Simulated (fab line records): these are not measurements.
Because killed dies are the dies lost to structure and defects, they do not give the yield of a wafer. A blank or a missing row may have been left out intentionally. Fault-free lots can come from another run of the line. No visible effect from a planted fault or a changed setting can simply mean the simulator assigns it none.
What tool caused it? :: flow n5-finfet :: Sampling: 12 lots, 36 wafers, 4 of 1938 route steps

## WHAT EACH GAUGE READ, for each wafer
N5_BEOL_M0_CUTY_OVL_MEAS_58.
lot: L075
measured: day 6 07:49
on: overlay-01
M0_ABLK_OVL (nm): -0.1 0.0 -0.6

lot: L077
measured: day 6 14:24
on: overlay-02
M0_ABLK_OVL (nm): 0.6 -0.8 -0.3

lot: L079
measured: day 6 21:37
on: overlay-01
M0_ABLK_OVL (nm): 0.1 -0.4 0.4

lot: L081
measured: day 7 11:03
on: overlay-01
M0_ABLK_OVL (nm): 0.1 0.1 -0.1

lot: L083
measured: day 7 23:49
on: overlay-01
M0_ABLK_OVL (nm): -0.1 -0.7 0.0

lot: L085
measured: day 8 16:47
on: overlay-01
M0_ABLK_OVL (nm): 0.2 -0.4 0.2

lot: L087
measured: day 8 23:37
on: overlay-02
M0_ABLK_OVL (nm): 0.3 0.4 0.5

lot: L089
measured: day 9 15:17
on: overlay-02
M0_ABLK_OVL (nm): 0.3 1.1 -0.3

lot: L091
measured: day 9 22:16
on: overlay-02
M0_ABLK_OVL (nm): -1.0 0.3 -0.1

lot: L093
measured: day 10 10:50
on: overlay-01
M0_ABLK_OVL (nm): 0.5 0.8 0.1

lot: L095
measured: day 11 01:40
on: overlay-02
M0_ABLK_OVL (nm): 1.2 0.8 0.9

lot: L096
measured: day 11 14:21
on: overlay-01
M0_ABLK_OVL (nm): 0.1 1.9 1.5

## WHICH TOOL RAN EACH LOT (tool, then ch and the chambers of the sampled wafers, then the start)
lot: L075
N5_BEOL_M0_SAQP_CUT_ETCH_46: rie-diel-05 ch 0,2, day 6 06:35
N5_BEOL_M0_SAQP_ALD_48: ald-sin-01 ch 2,3, day 6 06:53
N5_BEOL_M0_SAQP_ETCH_49: rie-diel-05 ch 0,1, day 6 07:25

lot: L077
N5_BEOL_M0_SAQP_CUT_ETCH_46: rie-diel-05 ch 1,2,3, day 6 12:36
N5_BEOL_M0_SAQP_ALD_48: ald-sin-01 ch 0,1,2, day 6 13:29
N5_BEOL_M0_SAQP_ETCH_49: rie-diel-02 ch 1,2, day 6 14:00

lot: L079
N5_BEOL_M0_SAQP_CUT_ETCH_46: rie-diel-05 ch 1,2,3, day 6 20:26
N5_BEOL_M0_SAQP_ALD_48: ald-sin-01 ch 0,1,3, day 6 20:38
N5_BEOL_M0_SAQP_ETCH_49: rie-diel-02 ch 0,2, day 6 21:13

lot: L081
N5_BEOL_M0_SAQP_CUT_ETCH_46: rie-diel-06 ch 1,2, day 7 09:48
N5_BEOL_M0_SAQP_ALD_48: ald-sin-03 ch 2,3, day 7 10:00
N5_BEOL_M0_SAQP_ETCH_49: rie-diel-05 ch 0,2, day 7 10:32

lot: L083
N5_BEOL_M0_SAQP_CUT_ETCH_46: rie-diel-06 ch 0,2, day 7 22:34
N5_BEOL_M0_SAQP_ALD_48: ald-sin-02 ch 0,3, day 7 22:46
N5_BEOL_M0_SAQP_ETCH_49: rie-diel-02 ch 0,1,3, day 7 23:18

lot: L085
N5_BEOL_M0_SAQP_CUT_ETCH_46: rie-diel-05 ch 0,1,2, day 8 14:23
N5_BEOL_M0_SAQP_ALD_48: ald-sin-03 ch 1,3, day 8 15:44
N5_BEOL_M0_SAQP_ETCH_49: rie-diel-05 ch 2,3, day 8 16:16

lot: L087
N5_BEOL_M0_SAQP_CUT_ETCH_46: rie-diel-06 ch 1,3, day 8 21:58
N5_BEOL_M0_SAQP_ALD_48: ald-sin-01 ch 0,1,2, day 8 22:30
N5_BEOL_M0_SAQP_ETCH_49: rie-diel-06 ch 0,1,3, day 8 23:05

lot: L089
N5_BEOL_M0_SAQP_CUT_ETCH_46: rie-diel-02 ch 1,2, day 9 13:53
N5_BEOL_M0_SAQP_ALD_48: ald-sin-03 ch 1,2, day 9 14:05
N5_BEOL_M0_SAQP_ETCH_49: rie-diel-06 ch 0,1, day 9 14:45

lot: L091
N5_BEOL_M0_SAQP_CUT_ETCH_46: rie-diel-02 ch 2,3, day 9 21:01
N5_BEOL_M0_SAQP_ALD_48: ald-sin-03 ch 0,2, day 9 21:13
N5_BEOL_M0_SAQP_ETCH_49: rie-diel-06 ch 1,2,3, day 9 21:44

lot: L093
N5_BEOL_M0_SAQP_CUT_ETCH_46: rie-diel-05 ch 1,2,3, day 10 09:43
N5_BEOL_M0_SAQP_ALD_48: ald-sin-03 ch 0,3, day 10 09:55
N5_BEOL_M0_SAQP_ETCH_49: rie-diel-02 ch 2,3, day 10 10:26

lot: L095
N5_BEOL_M0_SAQP_CUT_ETCH_46: rie-diel-06 ch 0,2, day 11 00:17
N5_BEOL_M0_SAQP_ALD_48: ald-sin-01 ch 0,2,3, day 11 00:45
N5_BEOL_M0_SAQP_ETCH_49: rie-diel-02 ch 0,1, day 11 01:17

lot: L096
N5_BEOL_M0_SAQP_CUT_ETCH_46: rie-diel-06 ch 2,3, day 11 12:53
N5_BEOL_M0_SAQP_ALD_48: ald-sin-01 ch 0,1,3, day 11 13:07
N5_BEOL_M0_SAQP_ETCH_49: rie-diel-06 ch 0,2,3, day 11 13:50
- N5_BEOL_M0_SAQP_CUT_ETCH_46: etches SOC in N2/H2, target depth 135 nm, overetch 27 nm, time 202.5 s.
- N5_BEOL_M0_SAQP_ALD_48: deposits SiO2, target thk 20 nm, pulse time 1 s, co reactant pulse time 1 s.
- N5_BEOL_M0_SAQP_ETCH_49: etches SiO2 in CF4/O2, target depth 37 nm.

## THE ANSWER, worked out from the rows above alone
Rule: usual is defined by the lots themselves. Put in order of their means at a reading, lots are off if they are a third of the lots or fewer, leave a main group of 4 or more, and stand apart from it by a gap of 3 or more times the standard deviation of the main group's means; of several such gaps the widest counts. A main group whose means are all the same, to the digits that the tables above print for the reading, isn't used. A lot without any number at a reading at which 4 lots or more have one is off too. All remaining lots with rows at the step are treated as sound.
No lot is off at any reading shown: from this, nothing can be told.

## WHAT THE SIMULATOR HAD PUT IN
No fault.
